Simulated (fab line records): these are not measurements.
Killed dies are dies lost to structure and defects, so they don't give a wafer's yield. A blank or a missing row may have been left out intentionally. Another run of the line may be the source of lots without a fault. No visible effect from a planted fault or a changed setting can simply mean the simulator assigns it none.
The tool behind it: which one? :: flow nand harc :: 11 lots, 33 wafers sampled, at 1 step of a route of 1302

## WHAT THE GAUGES SHOWED, per wafer
NHARC_A_CHANNEL_HOLE_D2_INSPECT_40.
lot: L075
measured: day 12 16:47
on: defect inspect-01
raw defect count: 285 266 371

lot: L078
measured: day 14 00:23
on: defect inspect-02
raw defect count: 278 360 357

lot: L077
measured: day 14 21:53
on: defect inspect-01
raw defect count: 275 272 234

lot: L081
measured: day 16 07:42
on: defect inspect-02
raw defect count: 271 317 268

lot: L083
measured: day 16 16:23
on: defect inspect-02
raw defect count: 368 294 251

lot: L086
measured: day 17 21:07
on: defect inspect-02
raw defect count: 203 315 225

lot: L089
measured: day 18 08:20
on: defect inspect-01
raw defect count: 296 225 227

lot: L091
measured: day 19 11:43
on: defect inspect-01
raw defect count: 262 222 268

lot: L094
measured: day 20 16:07
on: defect inspect-02
raw defect count: 247 335 286

lot: L096
measured: day 21 12:40
on: defect inspect-01
raw defect count: 304 248 329

lot: L097
measured: day 22 02:05
on: defect inspect-02
raw defect count: 291 271 374

## EACH LOT AND THE TOOL THAT RAN IT (in order: tool; ch and the chambers of the sampled wafers; start)
The record shows no process step preceding these readings.

## THE ANSWER, worked out from the rows above alone
Rule: the usual values come from the lots themselves. The widest of any qualifying gaps counts: lots, ordered by their means at a reading, are off when they make up no more than a third of the lots, leave a main group of 4 or more, and stand apart from it by 3 or more times the standard deviation of that group's means. If all means in a main group match to the digits the tables above print for the reading, that group is not used. Also off: a lot with no number at a reading for which 4 or more lots have one. The other lots that the step has rows for count as sound.
None of the lots is off at any reading shown; this tells nothing.

## WHAT WAS PUT IN BY THE SIMULATOR
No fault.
